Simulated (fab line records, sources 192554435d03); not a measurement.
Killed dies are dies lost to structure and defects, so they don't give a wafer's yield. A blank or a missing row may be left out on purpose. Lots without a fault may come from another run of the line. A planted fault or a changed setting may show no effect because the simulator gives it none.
fab line records | flow n5_finfet | part 1 of 2: steps 1 to 4 of 6
record lots=24 wafers=72 last_day=18
route steps=1938 shown WELL_APT@30 PMOS_HMC_CHANNEL_EPI@67 FIN_SAQP@127
lots that met no fault: from a run of the same line without faults
start_h: hours from the record's first day to the start of the lot's first wafer shown | wait_h: hours since the lot's step before | " the same as in the row above | L1.1+2: a row that stands for several wafers | - no value, or no start given | * or withheld: withheld | < > ~ a bound
route shown NAME@n: a module of which the file shows steps, and the number in the route of the first | usual: mean/standard deviation of fault-free wafers | same: alike in all rows | chamber/n: place in a boat | sites: the reading at each site | _std_site: their standard deviation | _edge_site: outer sites' mean less inner sites' | radius_mm: how far each site lies from the wafer's centre | mask NAME#n: copy n | behind: the tool/chamber that last shaped the wafer | hold: why the lot was held/for how many hours/how that ended | device: the transistor (n, p or np) that didn't switch | end of line: the same wafers' tests at the end of the route | a step without rows: its recipe alone | killed: dies lost to structure and defects at the first sort, not the wafer's yield | map: a wafer's dies, x killed, . not, _ none there
set.NAME: the setting as run; set.NAME@STEP: as run at that earlier step | model.NAME: the simulator's own value behind a step, which no gauge read
steps of the route over a sample of lots; a table a step, a row a wafer
services: from which hour (start_h, from the record's first day; less than 0 if before it) a tool's chamber was out of use, for how many hours, and why
## steps
# step N5_WELL_APT_INSPECT_10
# recipe mode=adi inspect_instrument=macro
# usual raw_defect_count=2.0/1.4
# columns lot.wafer tool chamber start_h wait_h raw_defect_count
L074.1 defect_inspect-02 - 14.50 0.0 0
L074.4 " - " " 2
L074.5 " - " " 2
L075.3 defect_inspect-02 - 20.42 0.0 3
L075.4 " - " " 0
L075.6 " - " " 1
L076.2 defect_inspect-02 - 25.99 0.0 4
L076.3 " - " " 1
L076.5 " - " " 3
L077.2 defect_inspect-02 - 31.90 0.0 3
L077.3 " - " " 4
L077.5 " - " " 3
L078.1 defect_inspect-02 - 37.71 0.0 4
L078.2 " - " " 1
L078.6 " - " " 1
L079.1 defect_inspect-02 - 44.26 0.0 3
L079.2 " - " " 0
L079.5 " - " " 1
L080.2 defect_inspect-02 - 49.89 0.0 2
L080.3 " - " " 1
L080.5 " - " " 4
L081.2 defect_inspect-02 - 56.27 0.2 4
L081.5 " - " " 5
L081.6 " - " " 3
L082.1 defect_inspect-02 - 61.98 0.0 1
L082.2 " - " " 1
L082.3 " - " " 4
L083.4 defect_inspect-02 - 68.46 0.0 2
L083.5 " - " " 0
L083.6 " - " " 2
L084.2 defect_inspect-02 - 73.95 0.0 1
L084.3 " - " " 4
L084.4 " - " " 1
L085.4 defect_inspect-02 - 79.61 0.0 1
L085.5 " - " " 2
L085.6 " - " " 0
L086.2 defect_inspect-02 - 85.91 0.0 4
L086.4 " - " " 2
L086.5 " - " " 3
L087.2 defect_inspect-02 - 91.88 0.0 3
L087.3 " - " " 1
L087.6 " - " " 0
L088.1 defect_inspect-02 - 98.27 0.0 1
L088.3 " - " " 2
L088.4 " - " " 4
L089.3 defect_inspect-02 - 103.86 0.0 3
L089.4 " - " " 6
L089.5 " - " " 2
L090.3 defect_inspect-02 - 109.61 0.0 3
L090.4 " - " " 1
L090.6 " - " " 3
L091.2 defect_inspect-02 - 116.30 0.0 1
L091.4 " - " " 2
L091.5 " - " " 2
L092.1 defect_inspect-01 - 121.62 0.0 1
L092.4 " - " " 2
L092.6 " - " " 3
L093.1 defect_inspect-01 - 127.62 0.0 4
L093.2 " - " " 4
L093.6 " - " " 3
L094.2 defect_inspect-01 - 133.92 0.0 1
L094.3 " - " " 2
L094.6 " - " " 0
L095.1 defect_inspect-02 - 139.75 0.0 2
L095.3 " - " " 2
L095.5 " - " " 1
L096.1 defect_inspect-01 - 145.78 0.0 0
L096.2 " - " " 2
L096.5 " - " " 3
L097.1 defect_inspect-02 - 151.62 0.0 1
L097.2 " - " " 2
L097.4 " - " " 2
# step N5_WELL_APT_DESCUM_13
# recipe chemistry=O2 time_s=7.9 source_power_w=50 bias_power_w=20 pressure_mtorr=20 rf_frequency_hz=2.712e+07 temp_c=40 o2_flow_sccm=225
# usual drypump_motor_current_A=5.7/0.58 oes_product_au=0.77/0.078 rf_vpp_V=243.2/1.3 showerhead_plenum_p_Torr=2.11/0.07 throttle_valve_pct=20.41/0.28
# columns lot.wafer tool chamber start_h wait_h drypump_motor_current_A oes_product_au rf_hours_counter_h rf_vpp_V showerhead_plenum_p_Torr throttle_valve_pct
L074.1 rie_diel-05 3 14.63 0.1 5.8 0.71 207 243.6 2.08 20.76
L074.4 " 2 " " 6.5 0.70 225 241.1 1.97 20.40
L074.5 " 0 " " 5.4 0.85 - 242.2 2.04 20.18
L075.3 rie_diel-05 1 20.45 0.0 5.4 0.73 179 245.5 2.11 20.55
L075.4 " 1 " " 5.4 0.73 - 242.3 2.11 20.58
L075.6 " 2 " " 6.5 0.69 - 241.6 1.97 20.39
L076.2 rie_diel-05 2 26.02 0.0 6.5 0.69 229 241.3 1.97 20.40
L076.3 " 1 " " 5.5 0.72 182 243.0 2.11 20.56
L076.5 " 1 " " 5.4 0.72 - 242.7 2.11 20.57
L077.2 rie_diel-06 0 31.93 0.0 4.8 0.96 7 243.7 2.05 20.20
L077.3 " 1 " " 5.5 0.73 179 243.5 2.19 20.95
L077.5 " 2 " " 6.4 0.70 - 243.1 2.00 20.71
L078.1 rie_diel-02 1 37.75 0.0 5.3 0.78 133 243.4 2.11 20.27
L078.2 " 0 " " 5.5 0.83 78 243.1 2.09 20.05
L078.6 " 0 " " 5.5 0.83 - 243.8 2.09 20.04
L079.1 rie_diel-06 3 44.30 0.0 5.7 0.74 200 242.5 2.11 20.49
L079.2 " 2 " " 6.4 0.70 229 241.8 2.00 20.72
L079.5 " 1 " " 5.5 0.73 - 241.8 2.19 20.94
L080.2 rie_diel-02 3 49.92 0.0 6.5 0.74 159 244.0 2.09 20.50
L080.3 " 1 " " 5.3 0.77 137 244.0 2.11 20.28
L080.5 " 3 " " 6.5 0.74 - 241.9 2.09 20.49
L081.2 rie_diel-06 3 56.31 0.0 5.7 0.73 206 242.8 2.10 20.50
L081.5 " 3 " " 5.7 0.73 - 242.4 2.10 20.50
L081.6 " 2 " " 6.4 0.69 - 240.9 2.00 20.72
L082.1 rie_diel-02 3 62.03 0.1 6.5 0.75 162 242.0 2.09 20.50
L082.2 " 2 " " 4.7 0.83 76 243.5 2.21 20.04
L082.3 " 0 " " 5.5 0.82 85 243.8 2.09 20.06
L083.4 rie_diel-02 0 68.98 0.5 5.5 0.81 89 243.2 2.09 20.06
L083.5 " 2 " " 4.7 0.82 - 243.6 2.21 20.05
L083.6 " 1 " " 5.3 0.78 - 242.3 2.10 20.28
L084.2 rie_diel-06 2 73.99 0.0 6.4 0.67 244 240.7 2.00 20.75
L084.3 " 3 " " 5.6 0.73 213 242.5 2.10 20.50
L084.4 " 1 " " 5.5 0.71 198 245.4 2.18 20.98
L085.4 rie_diel-06 2 79.69 0.1 6.4 0.68 245 241.5 2.00 20.73
L085.5 " 1 " " 5.6 0.71 - 244.0 2.18 20.97
L085.6 " 0 " " 4.8 0.92 - 242.7 2.05 20.20
L086.2 rie_diel-02 1 85.94 0.0 5.3 0.78 149 242.8 2.10 20.30
L086.4 " 3 " " 6.5 0.74 171 242.9 2.08 20.53
L086.5 " 0 " " 5.5 0.82 - 244.2 2.09 20.07
L087.2 rie_diel-02 3 92.29 0.4 6.5 0.73 173 243.0 2.08 20.53
L087.3 " 2 " " 4.7 0.82 86 243.9 2.21 20.05
L087.6 " 2 " " 4.7 0.82 - 245.4 2.21 20.05
L088.1 rie_diel-05 2 98.38 0.1 6.5 0.98 1 247.0 2.23 20.21
L088.3 " 3 " " 5.7 0.68 242 243.1 2.06 20.79
L088.4 " 0 " " 5.5 0.82 84 242.5 2.03 20.24
L089.3 rie_diel-02 3 104.07 0.2 6.5 0.73 178 243.4 2.08 20.53
L089.4 " 3 " " 6.5 0.72 - 243.6 2.08 20.54
L089.5 " 2 " " 4.7 0.81 - 244.6 2.21 20.07
L090.3 rie_diel-02 0 109.65 0.0 5.5 0.81 103 243.4 2.08 20.09
L090.4 " 2 " " 4.7 0.82 - 243.4 2.21 20.07
L090.6 " 3 " " 6.5 0.73 - 243.1 2.08 20.54
L091.2 rie_diel-05 0 116.33 0.0 5.4 0.82 90 241.9 2.03 20.23
L091.4 " 2 " " 6.4 0.96 6 243.7 2.22 20.21
L091.5 " 2 " " 6.5 0.95 - 245.9 2.22 20.20
L092.1 rie_diel-02 2 121.65 0.0 4.7 0.80 98 244.3 2.20 20.08
L092.4 " 2 " " 4.7 0.80 - 245.2 2.20 20.07
L092.6 " 0 " " 5.5 0.79 - 243.3 2.08 20.10
L093.1 rie_diel-02 1 127.67 0.0 5.3 0.75 156 243.9 2.10 20.30
L093.2 " 0 " " 5.5 0.79 111 243.3 2.08 20.10
L093.6 " 0 " " 5.5 0.79 - 243.0 2.08 20.11
L094.2 rie_diel-05 1 133.96 0.0 5.4 0.70 226 242.7 2.10 20.63
L094.3 " 2 " " 6.4 0.94 14 245.4 2.22 20.23
L094.6 " 0 " " 5.4 0.82 - 240.3 2.02 20.25
L095.1 rie_diel-05 1 139.79 0.0 5.5 0.69 229 243.1 2.10 20.64
L095.3 " 0 " " 5.5 0.79 101 242.5 2.02 20.26
L095.5 " 1 " " 5.5 0.69 - 242.6 2.10 20.64
L096.1 rie_diel-06 1 145.81 0.0 5.5 0.70 226 244.2 2.17 21.01
L096.2 " 2 " " 6.4 0.95 13 246.1 2.26 20.38
L096.5 " 0 " " 4.8 0.89 - 239.4 2.04 20.26
L097.1 rie_diel-06 0 151.68 0.1 4.8 0.88 40 242.6 2.04 20.24
L097.2 " 2 " " 6.4 0.95 15 245.1 2.26 20.38
L097.4 " 3 " " 5.7 0.70 243 242.8 2.09 20.55
# step N5_WELL_APT_DESCUM_30
# recipe chemistry=O2 time_s=7.9 source_power_w=50 bias_power_w=20 pressure_mtorr=20 rf_frequency_hz=2.712e+07 temp_c=40 o2_flow_sccm=225
# usual drypump_motor_current_A=5.6/0.51 oes_product_au=0.77/0.089 rf_vpp_V=243.0/1.3 showerhead_plenum_p_Torr=2.09/0.069 throttle_valve_pct=20.47/0.27
# columns lot.wafer tool chamber start_h wait_h drypump_motor_current_A oes_product_au rf_hours_counter_h rf_vpp_V showerhead_plenum_p_Torr throttle_valve_pct
L074.1 rie_diel-06 3 15.87 0.0 5.6 0.74 188 243.0 2.11 20.48
L074.4 " 1 " " 5.5 0.72 174 244.2 2.19 20.93
L074.5 " 0 " " 4.9 0.99 - 242.8 2.06 20.20
L075.3 rie_diel-06 0 21.94 0.3 4.8 0.97 3 242.9 2.06 20.20
L075.4 " 1 " " 5.5 0.72 176 243.4 2.19 20.93
L075.6 " 0 " " 4.8 0.97 - 242.9 2.06 20.20
L076.2 rie_diel-05 2 27.18 0.0 6.5 0.69 230 241.5 1.97 20.39
L076.3 " 3 " " 5.7 0.71 213 242.4 2.07 20.76
L076.5 " 3 " " 5.7 0.71 - 242.0 2.08 20.76
L077.2 rie_diel-05 2 33.69 0.5 6.5 0.70 233 242.9 1.97 20.41
L077.3 " 0 " " 5.4 0.86 58 241.9 2.04 20.19
L077.5 " 0 " " 5.4 0.86 - 242.0 2.04 20.20
L078.1 rie_diel-05 3 39.05 0.1 5.7 0.70 217 240.7 2.07 20.77
L078.2 " 1 " " 5.4 0.71 188 241.9 2.11 20.58
L078.6 " 1 " " 5.4 0.72 - 242.0 2.11 20.58
L079.1 rie_diel-06 2 45.74 0.2 6.4 0.70 230 242.2 2.00 20.71
L079.2 " 3 " " 5.6 0.74 200 242.3 2.11 20.49
L079.5 " 2 " " 6.4 0.69 - 241.8 2.00 20.69
L080.2 rie_diel-05 3 51.45 0.3 5.7 0.71 221 243.0 2.07 20.77
L080.3 " 2 " " 6.4 0.69 238 242.7 1.97 20.40
L080.5 " 1 " " 5.5 0.72 - 242.8 2.11 20.58
L081.2 rie_diel-06 0 57.58 0.1 4.9 0.96 11 242.1 2.05 20.20
L081.5 " 2 " " 6.4 0.69 - 241.9 2.00 20.72
L081.6 " 3 " " 5.7 0.73 - 243.1 2.10 20.51
L082.1 rie_diel-05 0 63.28 0.0 5.5 0.83 68 242.3 2.03 20.20
L082.2 " 3 " " 5.7 0.70 226 243.6 2.07 20.78
L082.3 " 1 " " 5.4 0.71 195 242.5 2.11 20.60
L083.4 rie_diel-06 0 70.23 0.0 4.8 0.93 17 242.8 2.05 20.20
L083.5 " 1 " " 5.6 0.72 - 245.1 2.18 20.95
L083.6 " 2 " " 6.4 0.69 - 241.7 2.00 20.75
L084.2 rie_diel-05 0 75.13 0.0 5.4 0.85 73 243.8 2.03 20.21
L084.3 " 1 " " 5.5 0.71 200 243.4 2.11 20.60
L084.4 " 2 " " 6.5 0.68 247 240.8 1.97 20.42
L085.4 rie_diel-02 1 80.85 0.1 5.3 0.77 147 242.9 2.10 20.30
L085.5 " 2 " " 4.7 0.82 - 244.4 2.21 20.05
L085.6 " 3 " " 6.4 0.74 - 243.2 2.08 20.52
L086.2 rie_diel-05 1 87.09 0.0 5.5 0.70 205 243.3 2.11 20.61
L086.4 " 3 " " 5.7 0.70 - 242.4 2.07 20.78
L086.5 " 1 " " 5.5 0.71 - 241.8 2.11 20.60
L087.2 rie_diel-02 3 93.41 0.0 6.4 0.73 173 242.7 2.08 20.53
L087.3 " 1 " " 5.3 0.77 152 243.3 2.10 20.31
L087.6 " 3 " " 6.5 0.73 - 243.8 2.08 20.51
L088.1 rie_diel-02 2 99.70 0.1 4.7 0.81 89 243.9 2.21 20.06
L088.3 " 1 " " 5.3 0.76 154 243.1 2.10 20.31
L088.4 " 3 " " 6.5 0.73 176 244.2 2.08 20.54
L089.3 rie_diel-05 2 105.33 0.0 6.4 0.97 4 246.3 2.23 20.21
L089.4 " 1 " " 5.4 0.69 215 244.1 2.10 20.62
L089.5 " 0 " " 5.4 0.83 - 241.9 2.03 20.24
L090.3 rie_diel-06 0 110.87 0.1 4.8 0.91 26 244.7 2.05 20.22
L090.4 " 2 " " 6.4 1.00 3 246.5 2.26 20.38
L090.6 " 3 " " 5.7 0.70 - 242.5 2.09 20.52
L091.2 rie_diel-05 0 117.45 0.0 5.5 0.81 90 241.6 2.03 20.23
L091.4 " 2 " " 6.5 0.95 6 245.8 2.22 20.21
L091.5 " 0 " " 5.5 0.81 - 243.0 2.03 20.23
L092.1 rie_diel-06 2 123.63 0.8 6.4 0.98 7 244.8 2.26 20.37
L092.4 " 0 " " 4.8 0.89 31 242.4 2.05 20.24
L092.6 " 1 " " 5.5 0.70 - 244.0 2.18 21.01
L093.1 rie_diel-02 3 128.91 0.0 6.5 0.73 188 243.7 2.08 20.53
L093.2 " 2 " " 4.8 0.81 102 244.8 2.20 20.09
L093.6 " 2 " " 4.7 0.81 - 243.9 2.20 20.09
L094.2 rie_diel-06 1 135.10 0.0 5.5 0.70 223 244.4 2.18 21.02
L094.3 " 2 " " 6.4 0.97 10 245.0 2.26 20.36
L094.6 " 3 " " 5.7 0.71 - 243.0 2.09 20.54
L095.1 rie_diel-06 1 141.05 0.0 5.5 0.69 224 244.8 2.18 21.03
L095.3 " 3 " " 5.7 0.70 240 243.4 2.09 20.56
L095.5 " 1 " " 5.6 0.69 - 243.4 2.18 21.00
L096.1 rie_diel-02 2 147.09 0.0 4.7 0.81 108 244.8 2.20 20.08
L096.2 " 3 " " 6.5 0.72 195 243.3 2.08 20.56
L096.5 " 1 " " 5.3 0.76 - 243.1 2.10 20.31
L097.1 rie_diel-05 0 152.82 0.0 5.5 0.80 106 241.6 2.02 20.25
L097.2 " 2 " " 6.4 0.91 22 243.7 2.22 20.23
L097.4 " 1 " " 5.5 0.69 234 243.4 2.10 20.65
# step N5_PMOS_HMC_CHANNEL_EPI_INSPECT_11
# recipe mode=adi inspect_instrument=macro
# usual raw_defect_count=2.1/1.3
# columns lot.wafer tool chamber start_h wait_h raw_defect_count
L074.1 defect_inspect-02 - 17.94 0.0 3
L074.4 " - " " 0
L074.5 " - " " 2
L075.3 defect_inspect-01 - 24.44 0.0 4
L075.4 " - " " 0
L075.6 " - " " 3
L076.2 defect_inspect-02 - 29.34 0.0 3
L076.3 " - " " 1
L076.5 " - " " 0
L077.2 defect_inspect-02 - 36.08 0.0 0
L077.3 " - " " 6
L077.5 " - " " 1
L078.1 defect_inspect-02 - 41.39 0.0 0
L078.2 " - " " 4
L078.6 " - " " 1
L079.1 defect_inspect-02 - 47.95 0.0 4
L079.2 " - " " 3
L079.5 " - " " 3
L080.2 defect_inspect-02 - 53.62 0.0 3
L080.3 " - " " 2
L080.5 " - " " 1
L081.2 defect_inspect-02 - 59.73 0.0 3
L081.5 " - " " 2
L081.6 " - " " 2
L082.1 defect_inspect-02 - 65.65 0.0 2
L082.2 " - " " 2
L082.3 " - " " 3
L083.4 defect_inspect-02 - 72.30 0.0 1
L083.5 " - " " 0
L083.6 " - " " 2
L084.2 defect_inspect-02 - 77.39 0.0 1
L084.3 " - " " 2
L084.4 " - " " 1
L085.4 defect_inspect-02 - 83.31 0.2 2
L085.5 " - " " 1
L085.6 " - " " 1
L086.2 defect_inspect-02 - 89.24 0.0 3
L086.4 " - " " 1
L086.5 " - " " 4
L087.2 defect_inspect-02 - 95.56 0.0 3
L087.3 " - " " 1
L087.6 " - " " 6
L088.1 defect_inspect-02 - 102.10 0.0 3
L088.3 " - " " 3
L088.4 " - " " 3
L089.3 defect_inspect-02 - 107.34 0.0 2
L089.4 " - " " 1
L089.5 " - " " 0
L090.3 defect_inspect-02 - 113.18 0.0 1
L090.4 " - " " 1
L090.6 " - " " 4
L091.2 defect_inspect-01 - 119.66 0.0 2
L091.4 " - " " 3
L091.5 " - " " 2
L092.1 defect_inspect-01 - 125.67 0.0 1
L092.4 " - " " 5
L092.6 " - " " 2
L093.1 defect_inspect-01 - 131.17 0.0 2
L093.2 " - " " 2
L093.6 " - " " 2
L094.2 defect_inspect-02 - 137.37 0.0 2
L094.3 " - " " 0
L094.6 " - " " 3
L095.1 defect_inspect-02 - 143.41 0.0 2
L095.3 " - " " 2
L095.5 " - " " 2
L096.1 defect_inspect-01 - 149.23 0.0 2
L096.2 " - " " 6
L096.5 " - " " 4
L097.1 defect_inspect-02 - 155.15 0.0 2
L097.2 " - " " 5
L097.4 " - " " 2
